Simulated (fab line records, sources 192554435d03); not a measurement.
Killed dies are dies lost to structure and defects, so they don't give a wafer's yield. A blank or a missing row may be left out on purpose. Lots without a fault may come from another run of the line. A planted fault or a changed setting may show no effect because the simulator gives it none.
Split-lot experiment | flow n5_finfet | 7 lots, 39 wafers read, on a route of 1938 steps

THE SPLIT
At N5_HKMG_FIN_ETCH_32 (etches SOC in N2/H2, target depth 240 nm, time 300 s), the setting bias_w was moved away from the recipe's 150 W on 12 of the 39 wafers read, by -15.5% to +18.3%. The other wafers ran this setting at the recipe's value.

The reading is taken at the split's own step.

THE READING
rf_vpp_V, in V, at N5_HKMG_FIN_ETCH_32 (etches SOC in N2/H2, target depth 240 nm, time 300 s). Fault-free wafers of this fab line usually give 525 V, standard deviation 3.5 V.

wafer  | tool, chamber at the split | bias_w as run, W | against the recipe | rf_vpp_V, V | against lot-mates on the recipe
L078.1 | rie_diel-02, 1             | 150              | recipe             | 529         | -
L078.2 | rie_diel-02, 0             | 126.7            | -15.5%             | 476         | -51
L078.3 | rie_diel-02, 2             | 126.7            | -15.5%             | 471         | -56
L078.4 | rie_diel-02, 3             | 126.7            | -15.5%             | 473         | -54
L078.5 | rie_diel-02, 3             | 150              | recipe             | 528         | -
L078.6 | rie_diel-02, 2             | 150              | recipe             | 524         | -
L079.1 | rie_diel-04, 0             | 150              | recipe             | 527         | -
L079.2 | rie_diel-04, 2             | 150              | recipe             | 522         | -
L079.3 | rie_diel-04, 1             | 177.4            | +18.3%             | 579         | +56
L079.4 | rie_diel-04, 3             | 177.4            | +18.3%             | 583         | +60
L079.5 | rie_diel-04, 1             | 150              | recipe             | 520         | -
L079.6 | rie_diel-04, 0             | 177.4            | +18.3%             | 588         | +65
L085.1 | rie_diel-04, 2             | 150              | recipe             | 522         | -
L085.2 | rie_diel-04, 0             | 150              | recipe             | 530         | -
L085.3 | rie_diel-04, 3             | 150              | recipe             | 524         | -
L085.4 | rie_diel-04, 1             | 150              | recipe             | 521         | -
L085.5 | rie_diel-04, 2             | 150              | recipe             | 522         | -
L085.6 | rie_diel-04, 3             | 150              | recipe             | 525         | -
L086.1 | rie_diel-05, 2             | 150              | recipe             | 528         | -
L086.2 | rie_diel-05, 1             | 150              | recipe             | 519         | -
L086.3 | rie_diel-05, 3             | 137.2            | -8.5%              | 497         | -28
L086.4 | rie_diel-05, 0             | 137.2            | -8.5%              | 499         | -26
L086.5 | rie_diel-05, 2             | 150              | recipe             | 529         | -
L086.6 | rie_diel-05, 1             | 137.2            | -8.5%              | 490         | -35
L090.1 | rie_diel-02, 1             | 150              | recipe             | 528         | -
L090.2 | rie_diel-02, 0             | 150              | recipe             | 528         | -
L090.3 | rie_diel-02, 2             | 150              | recipe             | 521         | -
L090.4 | rie_diel-02, 3             | 150              | recipe             | 524         | -
L090.5 | rie_diel-02, 0             | 150              | recipe             | 529         | -
L090.6 | rie_diel-02, 3             | 150              | recipe             | 526         | -
L093.1 | rie_diel-04, 0             | 150              | recipe             | 528         | -
L093.2 | rie_diel-04, 2             | 150              | recipe             | 522         | -
L093.6 | rie_diel-04, 0             | 150              | recipe             | 530         | -
L097.1 | rie_diel-05, 1             | 137.8            | -8.1%              | 491         | -36
L097.2 | rie_diel-05, 0             | 150              | recipe             | 527         | -
L097.3 | rie_diel-05, 2             | 137.8            | -8.1%              | 501         | -26
L097.4 | rie_diel-05, 3             | 150              | recipe             | 525         | -
L097.5 | rie_diel-05, 2             | 150              | recipe             | 529         | -
L097.6 | rie_diel-05, 3             | 137.8            | -8.1%              | 497         | -30

THE FIT
A straight line over all 39 wafers: rf_vpp_V changes by +3.3 V for each +1% of bias_w; r = +0.99; the points scatter about the line by 3.6 V.
The same after taking each lot's own level away (the mean of its wafers on the recipe; 39 wafers): +3.41 V for each +1%; r = +0.99; scatter 3.4 V.
On that fit, the largest move of bias_w shifts the reading by 62 V.
The lots' own levels span 523.0 to 527.0 V, that is 1.1 times the standard deviation above.
So the lot-to-lot level changes the slope little: the two slopes agree.
Check: with one of the wafers moved furthest among these (+18.3%) left out of the fit, the line predicts +63.3 V for it against its lot-mates. It came out at +56 V against them.
Tool readings at the split's step, against how far the setting was moved: rf_vpp_V r = +0.99.

OTHER SPLITS ON THESE WAFERS
These wafers also went through other splits before the reading. Each is held against what the fit with the lots' levels taken away leaves over:
other split on the same wafers       | wafers away from the commonest value | r with rf_vpp_V (lot level and that fit taken away)
N5_FIN_SAQP_HM_DEP_72 time_s         | 18                                   | -0.01
N5_DUMMY_GATE_ETCH_31 target_depth_a | 15                                   | +0.02
N5_DUMMY_GATE_ETCH_32 time_s         | 6                                    | +0.15
N5_SD_EPI_P_EPI_21 dopant_conc_cm3   | 9                                    | -0.09

THE WHOLE CHAIN: every reading that the file lists as answering this split, in the file's order
step                | what it does                                         | reading                                                                           | change (the file's fit)               | r (the file's)
N5_HKMG_FIN_ETCH_32 | etches SOC in N2/H2, target depth 240 nm, time 300 s | rf_vpp_V                                                                          | +3.42 V for each +1% of the setting   | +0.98
N5_HKMG_FIN_ETCH_32 | etches SOC in N2/H2, target depth 240 nm, time 300 s | HKMG_FIN.feature_depth_nm (the simulator's own value, which no gauge read)        | +1.32 nm for each +1% of the setting  | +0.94
N5_HKMG_FIN_ETCH_32 | etches SOC in N2/H2, target depth 240 nm, time 300 s | etch.depth_nm (the simulator's own value, which no gauge read)                    | +1.32 nm for each +1% of the setting  | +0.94
N5_HKMG_FIN_ETCH_32 | etches SOC in N2/H2, target depth 240 nm, time 300 s | SiARC_of_HKMG_FIN_COAT_30.thk_nm (the simulator's own value, which no gauge read) | -0.181 nm for each +1% of the setting | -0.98

THE FILE'S OWN FIT
rf_vpp_V changes by +3.42 V for each +1% of bias_w, r = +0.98.
